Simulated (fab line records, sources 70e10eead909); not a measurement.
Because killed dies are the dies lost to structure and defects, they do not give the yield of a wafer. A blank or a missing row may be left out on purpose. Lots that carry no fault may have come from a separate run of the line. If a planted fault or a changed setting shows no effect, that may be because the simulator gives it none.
Struck lot and sound lot, side by side :: flow nand harc :: 14 out of 1159 route steps
Sound: these wafers, L400.2, L400.3, L400.4. Struck: wafer L407.4; the same lot's L407.5 was not struck, so it is left out; see the end for the cause.
Per side, at each step with rows, come the tool, then ch with its chambers, and then its first start. Under that, the readings that differ: sound wafers :: struck wafers :: difference of the means :: sigmas: that difference in standard deviations of wafers without a fault.
alike: a reading whose means differ by less than 2 such deviations, as well as words and numbers matching on both sides. not compared: withheld readings; readings where some wafer has no value; bounds like >300 that might hide an equal value; numbers whose values overlap and for which the record gives no deviation.
The two part at a step that has a row with sigmas, a row that says differs or no value, or rows on one side only. Numbers that have no deviation but don't overlap get no sigmas and don't part them. A reading that every wafer of one side lacks parts them only if that side has two wafers or more.

first, 4 steps without rows for these wafers: NHARC_P_BONDPAD_EBR_05; NHARC_P_BONDPAD_EXPOSE_06 (exposes mask P BPAD); NHARC_P_BONDPAD_PEB_07 (peb time 80 s); NHARC_P_BONDPAD_DEVELOP_08 (time 50 s).
NHARC_P_BONDPAD_CD_MEAS_09: the cd target is 500 nm.
  sound on cd sem-02 ch 0, day 6 03:36; struck on cd sem-02 ch 0, day 8 05:13
  alike: cd nm
NHARC_P_BONDPAD_OVL_MEAS_38:
  struck on overlay-02, day 8 05:19; sound on overlay-02, day 6 03:41
  alike: overlay x nm, overlay y nm
then, 1 step without rows for these wafers: NHARC_P_BONDPAD_HARDBAKE_10 (time 65 s).
NHARC_P_BONDPAD_DESCUM_11: chemistry O2, time 3 s.
  sound on rie diel-05 ch 1,2,3, day 6 03:49; struck on rie diel-11 ch 1, day 8 05:26
reading: rf hours counter h (h)
sound: 37 49 50
struck: 14
difference: -31
sigmas: 
  alike: drypump motor current A, oes product au, rf vpp V, showerhead plenum p Torr, throttle valve pct
NHARC_P_BONDPAD_ETCH_37: etches the open film in N2/H2, target depth 60 nm, overetch 18 nm, time 65.91 s.
  sound on rie diel-05 ch 0,2,3, day 6 03:56; struck on rie diel-11 ch 3, day 8 05:31
reading: rf hours counter h (h)
sound: 50 37 48
struck: 14
difference: -31
sigmas: 
  alike: drypump motor current A, h2 flow sccm, oes product au, rf vpp V, run length s, showerhead plenum p Torr, throttle valve pct
NHARC_P_BONDPAD_ETCH_12: etches the open film in CHF3/O2, target depth 200 nm, time 100 s.
  sound: rie diel-05 ch 0,2,3; struck: rie diel-11 ch 3
reading: rf hours counter h (h)
sound: 48 37 50
struck: 14
difference: -31
sigmas: 
  alike: drypump motor current A, oes product au, rf vpp V, run length s, showerhead plenum p Torr, throttle valve pct
NHARC_P_BONDPAD_CD_MEAS_13:
  struck on cd sem-03, day 8 05:45; sound on cd sem-03, day 6 04:10
  alike: cd nm
NHARC_P_BONDPAD_STRIP_15: strips in O2.
  sound on rie diel-13 ch 0,1,3, day 6 04:14; struck on rie diel-11 ch 3, day 8 05:50
reading: rf hours counter h (h)
sound: 6 6 7
struck: 14
difference: +8
sigmas: 
  alike: drypump motor current A, oes product au, rf vpp V, showerhead plenum p Torr, throttle valve pct
NHARC_P_BONDPAD_ETCH_24: etches the open film in CF4/N2, target depth 30 nm, time 72.99 s.
  sound on rie diel-13 ch 0,1,3, day 6 04:23; struck on rie diel-11 ch 1, day 8 05:59
reading: rf hours counter h (h)
sound: 6 6 7
struck: 14
difference: +8
sigmas: 

reading: run length s (s)
sound: 94.9 94.5 94.8
struck: 73.8
difference: -20.9
sigmas: -44
  alike: drypump motor current A, oes product au, rf vpp V, showerhead plenum p Torr, throttle valve pct
then, 1 step without rows for these wafers: NHARC_P_BONDPAD_STRIP_16 (strips in post etch residue remover, time 600 s).

== WHERE THEY PART ==
At NHARC_P_BONDPAD_ETCH_24 and nowhere else, as far as this record goes.

WHY: what had been put in by the simulator
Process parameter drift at NHARC_P_BONDPAD_ETCH_24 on rie diel-11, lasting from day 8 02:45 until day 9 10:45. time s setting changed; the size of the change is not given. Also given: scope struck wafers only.
